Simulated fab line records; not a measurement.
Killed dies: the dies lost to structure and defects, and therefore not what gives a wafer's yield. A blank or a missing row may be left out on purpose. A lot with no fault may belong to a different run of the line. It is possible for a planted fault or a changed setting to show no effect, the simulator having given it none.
fab line records + flow nandHarc
record:
- lots: 12
- wafers: 36
- lastDay: 23
route steps=1159 shown P_GATE@207 P_CONTACT@246 END@1159
lots with no fault: from the same line, run without faults
startH: start of the lot's first displayed wafer, in hours after the record's first day + waitH: hours from the lot's prior step to this one + " the same as in the row above + L1.1+2: several wafers, shown together as one row + - value missing, or start not given + * or withheld: withheld + < > ~ a bound
route shown NAME@n: NAME is a module with steps in the file, n the number in the route of the first one + usual: the fault-free wafers' mean and standard deviation + same: alike in all rows + chamber/n: place in a boat + sites: each site's reading + _std_site: standard deviation of those values + _edge_site: the outer-site mean with the inner-site mean subtracted + radiusMm: for every site, how far away it sits from the centre of the wafer + mask NAME#n: copy n + behind: the last tool/chamber to shape the wafer + hold: the reason the lot was held/the length of the hold in hours/how it ended + device: the n, p or np transistor that did not switch + end of line: tests run on the same wafers once the route is complete + a step with no rows: only its recipe + killed: dies that structure and defects cost at the first sort, which is not the same as the wafer's yield + map: a wafer's dies, x killed, . not, _ none there
set.NAME: the setting the step ran with; set.NAME@STEP: the setting that earlier step ran with + model.NAME: the simulator's own value behind a step, which no gauge read
the route's steps for a sample of lots (tables are steps, rows are wafers)
services: from which hour (startH, from the record's first day; less than 0 if before it) a tool's chamber was out of use, for how many hours, and why
== steps ==
step: NHARC_P_GATE_RTA_64
recipe:
- tempC: 1050
- timeS: 1
usual:
- lampPowerPct: 36.2/1.5
- lamp_zone_1_pct: 36.2/1.5
- lamp_zone_7_pct: 36.6/1.5
- wafer_temp_C_max: 1056.5/1.4
| lot.wafer | tool         | chamber | startH | waitH | lampPowerPct | lamp_zone_1_pct | lamp_zone_7_pct | wafer_temp_C_max |
|-----------|--------------|---------|--------|-------|--------------|-----------------|-----------------|------------------|
| L760.2    | rtpAnneal-02 | 0       | 117.17 | -     | 35.0         | 34.9            | 35.4            | 1055.8           |
| L760.5    | "            | 0       | "      | "     | 35.0         | 34.9            | 35.4            | 1054.6           |
| L760.6    | "            | 0       | "      | "     | 34.9         | 34.9            | 35.3            | 1057.1           |
| L762.1    | rtpAnneal-02 | 0       | 122.13 | -     | 35.0         | 34.9            | 35.4            | 1054.9           |
| L762.5    | "            | 0       | "      | "     | 34.9         | 34.9            | 35.3            | 1055.0           |
| L762.6    | "            | 0       | "      | "     | 34.9         | 35.0            | 35.3            | 1057.5           |
| L765.4    | rtpAnneal-01 | 0       | 142.06 | -     | 38.0         | 37.9            | 38.4            | 1056.2           |
| L765.5    | "            | 0       | "      | "     | 38.0         | 37.8            | 38.4            | 1057.9           |
| L765.6    | "            | 0       | "      | "     | 37.9         | 38.0            | 38.5            | 1057.2           |
| L768.1    | rtpAnneal-02 | 0       | 158.60 | -     | 35.0         | 34.9            | 35.4            | 1056.2           |
| L768.4    | "            | 0       | "      | "     | 34.9         | 34.9            | 35.4            | 1055.8           |
| L768.5    | "            | 0       | "      | "     | 34.9         | 34.9            | 35.4            | 1056.4           |
| L767.2    | rtpAnneal-02 | 0       | 158.94 | -     | 34.9         | 35.0            | 35.3            | 1055.8           |
| L767.5    | "            | 0       | "      | "     | 34.9         | 34.9            | 35.4            | 1055.6           |
| L767.6    | "            | 0       | "      | "     | 35.0         | 35.0            | 35.3            | 1056.4           |
| L770.2    | rtpAnneal-02 | 0       | 167.80 | -     | 34.9         | 34.9            | 35.3            | 1056.5           |
| L770.3    | "            | 0       | "      | "     | 34.9         | 34.9            | 35.3            | 1055.7           |
| L770.6    | "            | 0       | "      | "     | 34.9         | 34.9            | 35.3            | 1055.4           |
| L769.1    | rtpAnneal-02 | 0       | 168.65 | -     | 35.0         | 34.9            | 35.4            | 1056.9           |
| L769.3    | "            | 0       | "      | "     | 34.9         | 34.9            | 35.4            | 1055.9           |
| L769.6    | "            | 0       | "      | "     | 34.9         | 34.9            | 35.4            | 1055.7           |
| L771.2    | rtpAnneal-02 | 0       | 183.70 | -     | 34.8         | 34.8            | 35.3            | 1056.0           |
| L771.3    | "            | 0       | "      | "     | 34.9         | 34.8            | 35.3            | 1055.6           |
| L771.4    | "            | 0       | "      | "     | 34.9         | 34.8            | 35.3            | 1054.8           |
| L772.2    | rtpAnneal-01 | 0       | 184.02 | -     | 38.0         | 37.9            | 38.4            | 1056.4           |
| L772.4    | "            | 0       | "      | "     | 37.8         | 37.9            | 38.4            | 1057.8           |
| L772.5    | "            | 0       | "      | "     | 37.9         | 37.9            | 38.3            | 1061.7           |
| L774.1    | rtpAnneal-01 | 0       | 201.00 | -     | 37.9         | 37.9            | 38.4            | 1057.6           |
| L774.4    | "            | 0       | "      | "     | 37.9         | 37.9            | 38.3            | 1056.5           |
| L774.6    | "            | 0       | "      | "     | 37.9         | 37.9            | 38.4            | 1056.1           |
| L776.4    | rtpAnneal-02 | 0       | 210.30 | -     | 34.9         | 34.9            | 35.3            | 1055.1           |
| L776.5    | "            | 0       | "      | "     | 34.9         | 34.9            | 35.3            | 1056.6           |
| L776.6    | "            | 0       | "      | "     | 34.8         | 34.9            | 35.3            | 1055.0           |
| L777.2    | rtpAnneal-01 | 0       | 220.04 | -     | 37.8         | 37.9            | 38.4            | 1056.7           |
| L777.5    | "            | 0       | "      | "     | 37.9         | 38.0            | 38.4            | 1057.3           |
| L777.6    | "            | 0       | "      | "     | 37.9         | 37.9            | 38.3            | 1055.6           |
step: NHARC_P_GATE_DEGAS_109
recipe:
- tempC: 300
- timeS: 60
usual:
- heaterPowerW: 451/47
| lot.wafer | tool          | chamber | startH | waitH | heaterPowerW |
|-----------|---------------|---------|--------|-------|--------------|
| L760.2    | pvdSputter-01 | -       | 117.61 | 0.1   | 480          |
| L760.5    | "             | -       | "      | "     | 540          |
| L760.6    | "             | -       | "      | "     | 437          |
| L762.1    | pvdSputter-03 | -       | 122.60 | 0.1   | 462          |
| L762.6    | "             | -       | "      | "     | 408          |
| L762.5    | "             | -       | "      | "     | 457          |
| L765.4    | pvdSputter-01 | -       | 142.28 | 0.1   | 386          |
| L765.5    | "             | -       | "      | "     | 394          |
| L765.6    | "             | -       | "      | "     | 479          |
| L768.4    | pvdSputter-02 | -       | 158.90 | 0.1   | 437          |
| L768.1    | "             | -       | "      | "     | 521          |
| L768.5    | "             | -       | "      | "     | 434          |
| L767.2    | pvdSputter-03 | -       | 159.23 | 0.1   | 436          |
| L767.6    | "             | -       | "      | "     | 434          |
| L767.5    | "             | -       | "      | "     | 392          |
| L770.2    | pvdSputter-03 | -       | 168.08 | 0.1   | 397          |
| L770.3    | "             | -       | "      | "     | 406          |
| L770.6    | "             | -       | "      | "     | 445          |
| L769.1    | pvdSputter-01 | -       | 168.96 | 0.1   | 462          |
| L769.3    | "             | -       | "      | "     | 435          |
| L769.6    | "             | -       | "      | "     | 466          |
| L771.3    | pvdSputter-01 | -       | 183.98 | 0.1   | 436          |
| L771.2    | "             | -       | "      | "     | 386          |
| L771.4    | "             | -       | "      | "     | 479          |
| L772.2    | pvdSputter-03 | -       | 184.30 | 0.1   | 392          |
| L772.4    | "             | -       | "      | "     | 429          |
| L772.5    | "             | -       | "      | "     | 409          |
| L774.1    | pvdSputter-02 | -       | 201.31 | 0.1   | 442          |
| L774.4    | "             | -       | "      | "     | 498          |
| L774.6    | "             | -       | "      | "     | 442          |
| L776.4    | pvdSputter-01 | -       | 210.52 | 0.1   | 468          |
| L776.6    | "             | -       | "      | "     | 378          |
| L776.5    | "             | -       | "      | "     | 471          |
| L777.2    | pvdSputter-01 | -       | 220.36 | 0.1   | 466          |
| L777.6    | "             | -       | "      | "     | 429          |
| L777.5    | "             | -       | "      | "     | 372          |
step: NHARC_P_CONTACT_PVD_32
recipe:
- targetThkA: 50
- chamberPressurePa: 5
- powerW: 5000
- substrateTempC: 200
- timeS: 17.7
- material: Ti
usual:
- substrateTempC: 200.00/0.15
- throttleValvePct: 30.2/1.1
| lot.wafer | tool          | chamber | startH | waitH | substrateTempC | throttleValvePct |
|-----------|---------------|---------|--------|-------|----------------|------------------|
| L760.2    | pvdSputter-02 | -       | -      | -     | 199.70         | 30.9             |
| L760.5    | "             | -       | "      | "     | 200.29         | 30.5             |
| L760.6    | "             | -       | "      | "     | 199.97         | 29.3             |
| L762.1    | pvdSputter-01 | -       | -      | -     | 200.13         | 29.1             |
| L762.5    | "             | -       | "      | "     | 200.12         | 29.1             |
| L762.6    | "             | -       | "      | "     | 200.13         | 31.4             |
| L765.4    | pvdSputter-03 | -       | -      | -     | 199.98         | 28.8             |
| L765.5    | "             | -       | "      | "     | 200.30         | 29.5             |
| L765.6    | "             | -       | "      | "     | 200.12         | 31.9             |
| L768.4    | pvdSputter-03 | -       | -      | -     | 199.75         | 30.3             |
| L768.1    | "             | -       | "      | "     | 199.74         | 28.9             |
| L768.5    | "             | -       | "      | "     | 199.98         | 30.5             |
| L767.2    | pvdSputter-03 | -       | -      | -     | 200.02         | 30.3             |
| L767.5    | "             | -       | "      | "     | 200.21         | 31.8             |
| L767.6    | "             | -       | "      | "     | 199.98         | 30.5             |
| L770.2    | pvdSputter-03 | -       | -      | -     | 200.05         | 32.1             |
| L770.3    | "             | -       | "      | "     | 199.94         | 28.8             |
| L770.6    | "             | -       | "      | "     | 200.00         | 32.2             |
| L769.3    | pvdSputter-01 | -       | -      | -     | 199.79         | 31.6             |
| L769.1    | "             | -       | "      | "     | 199.97         | 28.7             |
| L769.6    | "             | -       | "      | "     | 200.18         | 29.7             |
| L771.2    | pvdSputter-02 | -       | -      | -     | 200.08         | 30.6             |
| L771.3    | "             | -       | "      | "     | 200.17         | 28.8             |
| L771.4    | "             | -       | "      | "     | 200.01         | 30.6             |
| L772.2    | pvdSputter-01 | -       | -      | -     | 199.97         | 31.3             |
| L772.4    | "             | -       | "      | "     | 200.08         | 29.7             |
| L772.5    | "             | -       | "      | "     | 199.78         | 29.5             |
| L774.4    | pvdSputter-01 | -       | -      | -     | 199.81         | 30.7             |
| L774.1    | "             | -       | "      | "     | 200.06         | 31.3             |
| L774.6    | "             | -       | "      | "     | 199.81         | 30.2             |
| L776.4    | pvdSputter-03 | -       | -      | -     | 199.92         | 32.1             |
| L776.5    | "             | -       | "      | "     | 200.00         | 28.3             |
| L776.6    | "             | -       | "      | "     | 199.94         | 29.4             |
| L777.2    | pvdSputter-02 | -       | -      | -     | 200.39         | 28.5             |
| L777.5    | "             | -       | "      | "     | 200.06         | 28.4             |
| L777.6    | "             | -       | "      | "     | 199.99         | 30.5             |
step: NHARC_P_CONTACT_CVD_23
recipe:
- targetThkA: 2000
- tempC: 300
- pressureTorr: 40
- wf6FlowSccm: 40
- h2FlowSccm: 1600
- arFlowSccm: 1560
- timeS: 557
- material: W
usual:
- chamberPressureTorr: 39.99/0.097
- heaterPowerW: 447/40
- throttleValvePct: 8.1/0.31
| lot.wafer | tool    | chamber | startH | waitH | chamberPressureTorr | heaterPowerW | throttleValvePct |
|-----------|---------|---------|--------|-------|---------------------|--------------|------------------|
| L760.2    | cvdW-02 | 1       | 127.82 | -     | 39.89               | 525          | 7.9              |
| L760.6    | "       | 1       | "      | "     | 40.03               | 519          | 8.2              |
| L760.5    | "       | 0       | "      | "     | 40.09               | 461          | 8.4              |
| L762.1    | cvdW-02 | 1       | 132.63 | -     | 40.07               | 498          | 8.0              |
| L762.6    | "       | 1       | "      | "     | 39.89               | 513          | 7.6              |
| L762.5    | "       | 0       | "      | "     | 40.14               | 456          | 8.4              |
| L765.4    | cvdW-01 | 0       | 148.97 | -     | 39.81               | 436          | 8.2              |
| L765.5    | "       | 1       | "      | "     | 40.03               | 412          | 7.8              |
| L765.6    | "       | 0       | "      | "     | 39.95               | 418          | 8.3              |
| L768.1    | cvdW-01 | 0       | 170.27 | -     | 39.98               | 423          | 8.2              |
| L768.4    | "       | 1       | "      | "     | 40.04               | 400          | 7.9              |
| L768.5    | "       | 0       | "      | "     | 39.79               | 418          | 8.1              |
| L767.2    | cvdW-01 | 0       | 170.81 | -     | 39.96               | 430          | 8.3              |
| L767.6    | "       | 0       | "      | "     | 39.76               | 433          | 8.2              |
| L767.5    | "       | 1       | "      | "     | 39.89               | 408          | 7.5              |
| L770.2    | cvdW-02 | 1       | 172.88 | -     | 39.91               | 529          | 8.0              |
| L770.3    | "       | 0       | "      | "     | 39.98               | 440          | 8.4              |
| L770.6    | "       | 0       | "      | "     | 39.91               | 450          | 8.6              |
| L770.2    | cvdW-02 | 1       | 174.06 | 1.1   | 39.94               | 525          | 8.1              |
| L770.3    | "       | 0       | "      | "     | 39.87               | 445          | 8.2              |
| L770.6    | "       | 0       | "      | "     | 39.92               | 450          | 8.7              |
| L769.1    | cvdW-02 | 1       | 174.06 | -     | 39.82               | 530          | 7.9              |
| L769.3    | "       | 0       | "      | "     | 39.96               | 462          | 8.6              |
| L769.6    | "       | 1       | "      | "     | 39.83               | 517          | 7.7              |
| L771.2    | cvdW-01 | 0       | 190.59 | -     | 39.91               | 426          | 8.3              |
| L771.4    | "       | 0       | "      | "     | 40.04               | 421          | 8.0              |
| L771.3    | "       | 1       | "      | "     | 40.15               | 406          | 7.9              |
| L772.2    | cvdW-01 | 1       | 191.13 | -     | 39.99               | 412          | 7.6              |
| L772.4    | "       | 0       | "      | "     | 40.11               | 421          | 8.3              |
| L772.5    | "       | 0       | "      | "     | 40.04               | 432          | 8.3              |
| L774.1    | cvdW-01 | 0       | 209.19 | -     | 40.05               | 429          | 8.0              |
| L774.4    | "       | 1       | "      | "     | 39.99               | 422          | 7.8              |
| L774.6    | "       | 0       | "      | "     | 40.12               | 426          | 8.1              |
| L774.1    | cvdW-01 | 0       | 210.27 | 1.0   | 39.97               | 441          | 8.0              |
| L774.4    | "       | 1       | "      | "     | 40.06               | 406          | 7.8              |
| L774.6    | "       | 0       | "      | "     | 39.89               | 435          | 8.1              |
| L776.4    | cvdW-02 | 0       | 222.33 | -     | 39.91               | 454          | 8.4              |
| L776.5    | "       | 1       | "      | "     | 39.99               | 506          | 8.1              |
| L776.6    | "       | 0       | "      | "     | 40.20               | 459          | 8.6              |
| L777.2    | cvdW-01 | 1       | 229.48 | -     | 39.91               | 406          | 8.0              |
| L777.5    | "       | 1       | "      | "     | 40.05               | 405          | 7.7              |
| L777.6    | "       | 0       | "      | "     | 39.91               | 440          | 8.2              |
step: NHARC_P_CONTACT_CMP_24
recipe:
- tOverpolishS: 30
- targetThkNm: 200
usual:
- motorCurrentA: 11.6/1.2
- overpolishRunS: 30.001/0.0089
- slurryFilterDpKPa: 13.51/0.14
- timeToEndpointS: 40.1/2.5
| lot.wafer | tool   | chamber | startH | waitH | motorCurrentA | overpolishRunS | slurryFilterDpKPa | timeToEndpointS |
|-----------|--------|---------|--------|-------|---------------|----------------|-------------------|-----------------|
| L760.2    | cmp-01 | 0       | 128.52 | 0.6   | 11.9          | 29.995         | 13.55             | 41.8            |
| L760.5    | "      | 2       | "      | "     | 11.0          | 29.996         | 13.59             | 43.6            |
| L760.6    | "      | 3       | "      | "     | 12.5          | 29.989         | 13.51             | 41.5            |
| L762.1    | cmp-04 | 1       | 133.33 | 0.6   | 9.6           | 30.007         | 13.48             | 37.6            |
| L762.5    | "      | 3       | "      | "     | 11.2          | 30.000         | 13.51             | 37.1            |
| L762.6    | "      | 0       | "      | "     | 10.0          | 30.004         | 13.31             | 33.6            |
| L765.4    | cmp-01 | 2       | 149.37 | 0.3   | 11.0          | 29.987         | 13.83             | 41.8            |
| L765.6    | "      | 1       | "      | "     | 10.9          | 29.992         | 13.28             | 38.9            |
| L765.5    | "      | 2       | "      | "     | 11.2          | 30.003         | 13.20             | 44.6            |
| L768.4    | cmp-01 | 2       | 170.92 | 0.3   | 11.2          | 29.998         | 13.41             | 40.2            |
| L768.1    | "      | 0       | "      | "     | 12.1          | 29.994         | 13.41             | 42.1            |
| L768.5    | "      | 2       | "      | "     | 10.9          | 29.995         | 13.62             | 43.4            |
| L767.2    | cmp-04 | 3       | 171.51 | 0.6   | 11.4          | 30.004         | 13.32             | 40.3            |
| L767.5    | "      | 2       | "      | "     | 13.1          | 29.992         | 13.45             | 38.3            |
| L767.6    | "      | 3       | "      | "     | 11.2          | 29.989         | 13.50             | 37.2            |
| L769.1    | cmp-01 | 2       | 174.72 | 0.6   | 11.8          | 29.993         | 13.37             | 39.9            |
| L769.3    | "      | 1       | "      | "     | 11.0          | 29.995         | 13.32             | 39.6            |
| L769.6    | "      | 2       | "      | "     | 11.3          | 30.017         | 13.79             | 40.7            |
| L770.2    | cmp-03 | 3       | 178.67 | 4.5   | 12.7          | 30.001         | 13.52             | 84.4            |
| L770.3    | "      | 2       | "      | "     | 11.2          | 30.003         | 13.35             | 85.7            |
| L770.6    | "      | 0       | "      | "     | 12.3          | 30.008         | 13.28             | 83.0            |
| L771.2    | cmp-04 | 1       | 191.26 | 0.6   | 10.0          | 30.000         | 13.58             | 38.5            |
| L771.4    | "      | 2       | "      | "     | 13.1          | 30.001         | 13.55             | 42.2            |
| L771.3    | "      | 3       | "      | "     | 11.3          | 30.000         | 13.57             | 39.8            |
| L772.2    | cmp-04 | 3       | 191.77 | 0.6   | 11.8          | 29.992         | 13.47             | 38.6            |
| L772.4    | "      | 1       | "      | "     | 10.0          | 30.010         | 13.39             | 41.8            |
| L772.5    | "      | 3       | "      | "     | 11.8          | 30.013         | 13.62             | 41.4            |
| L774.4    | cmp-03 | 1       | 210.92 | 0.5   | 14.1          | 30.001         | 13.60             | 75.6            |
| L774.1    | "      | 2       | "      | "     | 11.6          | 30.018         | 13.61             | 80.1            |
| L774.6    | "      | 1       | "      | "     | 14.8          | 30.010         | 13.42             | 76.2            |
| L776.4    | cmp-04 | 3       | 222.76 | 0.3   | 10.5          | 30.003         | 13.71             | 39.8            |
| L776.6    | "      | 1       | "      | "     | 9.7           | 30.002         | 13.54             | 39.9            |
| L776.5    | "      | 2       | "      | "     | 13.0          | 29.999         | 13.58             | 41.2            |
| L777.2    | cmp-01 | 2       | 230.18 | 0.6   | 11.5          | 29.990         | 13.73             | 41.0            |
| L777.5    | "      | 1       | "      | "     | 11.4          | 30.001         | 13.64             | 39.0            |
| L777.6    | "      | 2       | "      | "     | 11.0          | 30.004         | 13.47             | 42.0            |
step: NHARC_END_SORT_01
recipe:
- tempC: 25
usual:
- killedAtArray: 29/11
- killedAtOther: 0.5/0.8
- killedAtPeriphery: 3.5/2.8
- killedDies: 33/12
- killedOpen: 3.1/1.8
- killedShort: 1.8/1.4
same:
- grossDies: 677
| lot.wafer | tool      | chamber | startH | waitH | killedAtArray | killedAtOther | killedAtPeriphery | killedDies | killedOpen | killedShort |
|-----------|-----------|---------|--------|-------|---------------|---------------|-------------------|------------|------------|-------------|
| L774.6    | prober-02 | 0       | 554.42 | 4.0   | 40            | 0             | 2                 | 42         | 3          | 2           |
killed by level:class
L774.6 A_SLIT:chamberFilmFlake=19 A_CHANNEL_HOLE_D1:chamberFilmFlake=9 A_CONTACT:chamberFilmFlake=5 P_ZERO_WELL:chamberFilmFlake=2 A_SOURCE_PLATE:geometricParticle:open=1 A_ONON_D1:geometricParticle:open=1 A_CHANNEL_HOLE_D1:geometricParticle:short=1 A_CONTACT:geometricParticle:short=1
== services ==
| tool          | chamber | startH | hours | kind      |
|---------------|---------|--------|-------|-----------|
| pvdSputter-03 | -       | 98.27  | 1.3   | repair    |
| pvdSputter-03 | -       | 102.00 | 10.0  | pm        |
| cvdW-01       | 0       | 102.82 | 13.6  | repair    |
| cmp-04        | -       | 105.00 | 4.0   | pm        |
| cvdW-01       | -       | 111.28 | 13.0  | pm        |
| cvdW-01       | 1       | 111.28 | 13.0  | ventCycle |
| cvdW-01       | 0       | 124.28 | -     | clean     |
| cvdW-01       | 1       | 124.28 | -     | clean     |
| pvdSputter-03 | -       | 130.64 | 9.9   | repair    |
| cmp-03        | -       | 150.08 | 9.8   | repair    |
| cvdW-01       | -       | 154.20 | 0.5   | repair    |
| cmp-04        | -       | 156.08 | 0.4   | repair    |
| pvdSputter-01 | -       | 158.00 | 10.0  | pm        |
| cmp-03        | -       | 159.89 | 4.0   | pm        |
| pvdSputter-03 | -       | 169.42 | 2.5   | repair    |
| cmp-01        | -       | 179.77 | 4.0   | pm        |
| pvdSputter-02 | -       | 181.17 | 4.7   | repair    |
| cvdW-02       | -       | 198.54 | 13.0  | pm        |
| cvdW-02       | 0       | 198.54 | 13.0  | ventCycle |
| cmp-03        | -       | 201.33 | 1.0   | repair    |
| cmp-04        | -       | 203.10 | 4.0   | pm        |
| cmp-04        | -       | 210.34 | 1.5   | repair    |
| pvdSputter-02 | -       | 214.00 | 10.0  | pm        |
| cmp-04        | -       | 227.51 | 4.1   | repair    |
== key ==
firstSign:
- step: NHARC_P_CONTACT_CVD_23
- reading: visit
- direction: added
effect:
- step: NHARC_P_CONTACT_CMP_24
- reading: timeToEndpointS
- direction: up
- sigmas: 16
- usual: *
- struck: *
metAt NHARC_P_CONTACT_CVD_23
struckLots L770,L774
testerLeftOut L770,L774
notActingAt NHARC_P_GATE_RTA_64,NHARC_P_GATE_DEGAS_109,NHARC_P_CONTACT_PVD_32
fault:
- kind: repeatedStepWhole
- tool: cvdW-01,cvdW-02
- chamber: -
- onsetH: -
- steps: NHARC_P_CONTACT_CVD_23
- times: 1
- scope: struckLotsOnly
testerLeftOut: of these lots the tester's yield and bins aren't shown, on N5 and GAA mostly nor the transistor test; their killed dies are dies lost to structure and defects alone, not to doping, threshold or leakage, so they don't give the yield
